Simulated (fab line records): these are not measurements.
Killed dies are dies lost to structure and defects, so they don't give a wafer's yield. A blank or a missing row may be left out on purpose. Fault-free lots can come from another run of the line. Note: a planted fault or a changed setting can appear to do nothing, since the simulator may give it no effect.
Matching of chambers + flow nand_harc + NHARC_A_CONTACT_ETCH_106 on rie_diel-13: 4 sister chambers
The step etches the open film in CF4/O2, target depth 90 nm, overetch 9 nm, time 49.5 s. 16 wafers are shown with their chamber, then 8 later ones without.

== WAFERS PAIRED WITH THEIR CHAMBERS ==
| wafer  | chamber | drypump_motor_current_A (A) | showerhead_plenum_p_Torr (Torr) | throttle_valve_pct (%) |
|--------|---------|-----------------------------|---------------------------------|------------------------|
| L077.2 | 1       | 5.51                        | 1.28                            | 13.395                 |
| L077.3 | 3       | 5.69                        | 1.30                            | 13.398                 |
| L077.5 | 2       | 5.63                        | 1.31                            | 13.408                 |
| L080.2 | 1       | 5.54                        | 1.28                            | 13.401                 |
| L080.3 | 2       | 5.63                        | 1.30                            | 13.402                 |
| L080.5 | 1       | 5.55                        | 1.28                            | 13.382                 |
| L082.1 | 2       | 5.62                        | 1.30                            | 13.390                 |
| L082.2 | 1       | 5.53                        | 1.28                            | 13.396                 |
| L082.4 | 3       | 5.68                        | 1.30                            | 13.395                 |
| L087.1 | 3       | 5.70                        | 1.29                            | 13.378                 |
| L087.3 | 1       | 5.54                        | 1.27                            | 13.389                 |
| L087.6 | 0       | 5.30                        | 1.24                            | 13.403                 |
| L090.2 | 2       | 5.63                        | 1.29                            | 13.393                 |
| L090.5 | 3       | 5.71                        | 1.29                            | 13.389                 |
| L090.6 | 2       | 5.61                        | 1.30                            | 13.389                 |
| L093.1 | 1       | 5.54                        | 1.27                            | 13.403                 |

SIGNATURES, as means of the wafers listed above
| reading                  | chamber 0 | chamber 1 | chamber 2 | chamber 3 | scatter within a chamber |
|--------------------------|-----------|-----------|-----------|-----------|--------------------------|
| drypump_motor_current_A  | 5.3000    | 5.5350    | 5.6240    | 5.6950    | 0.0121                   |
| showerhead_plenum_p_Torr | 1.2400    | 1.2767    | 1.3000    | 1.2950    | 0.00601                  |
| throttle_valve_pct       | 13.40300  | 13.39433  | 13.39640  | 13.39000  | 0.00822                  |
Rule: a wafer's distance from a chamber is the root of the sum, over the readings, of the square of ((its reading less the chamber's mean) divided by the reading's scatter). If the next closest chamber is less than 2 further off than the closest, the wafer can't be placed; otherwise it belongs to the closest. The scatter: the root of (the sum of the squares of (reading less its chamber's mean) over the shown wafers, divided by (wafers less chambers)).

== WAFERS WITHOUT THEIR CHAMBER ==
| wafer  | drypump_motor_current_A (A) | showerhead_plenum_p_Torr (Torr) | throttle_valve_pct (%) |
|--------|-----------------------------|---------------------------------|------------------------|
| L093.4 | 5.68                        | 1.29                            | 13.392                 |
| L093.6 | 5.66                        | 1.29                            | 13.393                 |
| L094.1 | 5.31                        | 1.45                            | 13.396                 |
| L094.4 | 5.62                        | 1.29                            | 13.406                 |
| L094.5 | 5.62                        | 1.29                            | 13.401                 |
| L097.1 | 5.70                        | 1.29                            | 13.405                 |
| L097.2 | 5.28                        | 1.44                            | 13.394                 |
| L097.5 | 5.54                        | 1.27                            | 13.389                 |

== EACH ONE'S CHAMBER ==
| wafer  | from the rows above          | in truth |
|--------|------------------------------|----------|
| L093.4 | 3                            | 3        |
| L093.6 | can't be placed: 3 or 2      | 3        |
| L094.1 | can't be placed: 1 or 0 or 2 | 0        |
| L094.4 | 2                            | 2        |
| L094.5 | 2                            | 2        |
| L097.1 | 3                            | 3        |
| L097.2 | can't be placed: 0 or 1      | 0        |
| L097.5 | 1                            | 1        |
Correct placement for 5 of the 8. Not placeable from these rows: 3 (in 3, the candidates include the true chamber). Placed wrongly: 0.
